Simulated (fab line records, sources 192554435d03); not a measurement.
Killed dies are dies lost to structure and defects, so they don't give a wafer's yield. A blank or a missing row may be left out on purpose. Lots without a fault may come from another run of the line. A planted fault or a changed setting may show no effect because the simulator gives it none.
A struck lot beside a sound one | flow n5_finfet | 33 steps out of a route of 1938
Sound: wafers L221.2, L221.3, L221.4. Struck: wafer L228.5. (L228.4 of the same lot was not struck and is left out.) The cause comes at the end.
At each step with rows: each side's tool, then ch and its chambers, then its first start. Under that, the readings that differ: sound wafers | struck wafers | difference of the means | sigmas: that difference in standard deviations of wafers without a fault.
alike: readings whose means differ by less than 2 such deviations, and words and numbers that are the same on both sides. not compared: withheld readings, readings that some wafer has no value for, bounds like >300 that may hide the same value, and numbers for which the record gives no deviation and whose values overlap.
The two part at a step that has a row with sigmas, a row that says differs or no value, or rows on one side only. Numbers that don't overlap but have no deviation are shown without sigmas and don't part them. A reading that every wafer of one side lacks parts them only if that side has two wafers or more.

first, 7 steps without rows for these wafers: N5_BEOL_M15_COAT_22 (resist thk 800 nm); N5_BEOL_M15_EBR_24; N5_BEOL_M15_SOFTBAKE_23 (time 60 s); N5_BEOL_M15_EXPOSE_25 (exposes mask M15, target cd 400 nm); N5_BEOL_M15_PEB_26 (peb time 90 s); N5_BEOL_M15_DEVELOP_27 (develop time 45 s); N5_BEOL_M15_HARDBAKE_32 (time 120 s).
N5_BEOL_M15_CD_MEAS_28: target cd 407.6 nm.
  sound on cd_sem-01 ch 0, day 12 01:10; struck on cd_sem-02 ch 0, day 13 22:52
  alike: cd_nm
N5_BEOL_M15_OVL_MEAS_29:
  sound on overlay-01 ch 0, day 12 01:11; struck on overlay-01 ch 0, day 13 22:54
  alike: M15_OVL
N5_BEOL_M15_INSPECT_30: inspects for defects (macro).
  sound on defect_inspect-02, day 12 01:13; struck on defect_inspect-02, day 13 22:55
  alike: raw_defect_count
then, 2 steps without rows for these wafers: N5_BEOL_M15_DESCUM_33 (chemistry O2, time 7.9 s); N5_BEOL_M15_ETCH_61 (etches BARC in N2/H2, target depth 89 nm, overetch 26.7 nm, time 67.9 s).
N5_BEOL_M15_TRENCH_ETCH_34: etches SiO2 in C4F8/O2/Ar, target depth 872.93 nm, time 199 s.
  sound on rie_diel-03 ch 0,1,3, day 12 01:20; struck on rie_diel-05 ch 2, day 13 23:02
  reading                                    | sound             | struck | difference | sigmas
  drypump_motor_current_A (A)                | 5.3 5.5 5.4       | 6.4    | +1.0       | +2
  oes_ar_750_au (a.u.)                       | 0.69 0.78 0.79    | 0.94   | +0.19      | +2
  oes_product_au (a.u.)                      | 0.68 0.78 0.79    | 0.97   | +0.22      | +2
  rf_vpp_V (V)                               | 2216 2190 2210    | 2284   | +79        | +2
  showerhead_plenum_p_Torr (Torr)            | 3.41 3.43 3.46    | 3.64   | +0.21      | +2
  model.etch.depth_nm (nm)                   | 855.9 868.6 873.8 | 813    | -53        |
  model.coat_of_BEOL_M15_COAT_22.thk_nm (nm) | 549 542.8 543.8   | 559    | +14        |
  alike: mfc_ar_sccm, throttle_valve_pct
  not compared: rf_fwd_power_W, rf_hours_counter_h
then, 1 step without rows for these wafers: N5_BEOL_M15_STRIP_36 (strips in O2).
N5_BEOL_M15_STRIP_62: strips in O2.
  sound on rie_diel-03 ch 0,1,2; struck on rie_diel-05 ch 3
  alike: drypump_motor_current_A, oes_product_au, rf_vpp_V, showerhead_plenum_p_Torr, throttle_valve_pct
  not compared: rf_hours_counter_h
then, 6 steps without rows for these wafers: N5_BEOL_M15_STRIP_37 (strips in O2); N5_BEOL_M15_ETCH_38 (etches SiCN in CF4/N2, target depth 106.4 nm, time 120.5 s); N5_BEOL_M15_PRECLEAN_39 (cleans in residue remover, time 60 s); N5_BEOL_M15_SRD_40 (time 30 s, dry time 30 s); N5_BEOL_M15_DEGAS_41 (time 60 s); N5_BEOL_M15_PRE_CLEAN_42 (time 30 s).
N5_BEOL_M15_SPUTTER_43: material TaN, target thk 15 nm, time 24.19 s.
  sound on pvd_sputter-01, day 12 04:33; struck on pvd_sputter-02, day 13 23:49
  alike: throttle_valve_pct
N5_BEOL_M15_SPUTTER_44: material Ta, target thk 15 nm, time 24.19 s.
  sound on pvd_sputter-01, day 12 04:38; struck on pvd_sputter-02, day 13 23:54
  alike: throttle_valve_pct
then, 2 steps without rows for these wafers: N5_BEOL_M15_SPUTTER_45 (material Cu, target thk 100 nm, time 16.67 s); N5_BEOL_M15_ECD_47 (material Cu, target thk 1860 nm).
N5_BEOL_M15_ANNEAL_48: time 90 s.
  sound on rtp_anneal-02 ch 0, day 12 05:07; struck on rtp_anneal-02 ch 0, day 14 00:29
  reading          | sound                | struck | difference | sigmas
  wafer_temp_C_max | 226.01 226.39 226.54 | 226.95 | +0.64      | +2
N5_BEOL_M15_CMP_49: polishes, stops on SiO2, t overpolish 4.9 s, target thk 850 nm.
  sound on cmp-01 ch 0,2,3, day 12 05:22; struck on cmp-02 ch 3, day 14 00:38
  reading                                 | sound           | struck | difference | sigmas
  model.Cu_of_BEOL_M15_ECD_47.thk_nm (nm) | 833.2 846 850.8 | 788.6  | -54.7      |
  alike: barrier_field_endpoint_s, edge_zone_pressure_frac, head_pressure_psi, motor_current_A, overpolish_run_s
N5_BEOL_M15_THK_MEAS_50: measures by xrf.
  sound on film_metro-02, day 12 05:40; struck on film_metro-02, day 14 00:56
  reading      | sound       | struck | difference | sigmas
  M15_THK (nm) | 854 868 873 | 815    | -50        | -3
then, 1 step without rows for these wafers: N5_BEOL_M15_PRE_CLEAN_52 (time 15 s).
N5_BEOL_M15_DEP_53: deposits SiCN from 3MS/NH3, target thk 50 nm, time 17.8 s.
  sound on pecvd-04 ch 0,2, day 12 05:43; struck on pecvd-01 ch 1, day 14 01:01
  alike: chamber_pressure_Torr, rf_fwd_power_W, showerhead_plenum_p_Torr, throttle_valve_pct
N5_BEOL_M15_RS_MEAS_54: measures by four-point-probe.
  sound on film_metro-01, day 12 05:47; struck on film_metro-01, day 14 01:04
  reading         | sound                | struck | difference | sigmas
  M15_RS (ohm/sq) | 0.0220 0.0217 0.0216 | 0.0233 | +0.0015    | +4
N5_BEOL_M15_INSPECT_55: inspects for defects (darkfield).
  sound on defect_inspect-02, day 12 05:49; struck on defect_inspect-01, day 14 01:05
  alike: raw_defect_count
N5_PASSIVATION_PROBE_49:
  sound on prober-02, day 12 19:49; struck on prober-02, day 14 15:19
  alike: defect_limited_yield, killed_at_M0_to_M3, killed_at_M4_up, killed_at_contacts, killed_at_front_end, killed_at_other, killed_dies, killed_open, killed_short, sort_bin_5_function, sort_bin_6_memory, sort_n_pass, sort_yield_pct

WHERE THEY PART
First at N5_BEOL_M15_TRENCH_ETCH_34; last, within this record, at N5_BEOL_M15_RS_MEAS_54. Later steps at which nothing parts them and some readings are alike: N5_BEOL_M15_INSPECT_55, N5_PASSIVATION_PROBE_49.

WHY: what the simulator had put in
Process parameter drift: rie_diel-05, from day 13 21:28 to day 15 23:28, at N5_BEOL_M15_TRENCH_ETCH_34. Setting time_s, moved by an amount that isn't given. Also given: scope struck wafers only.
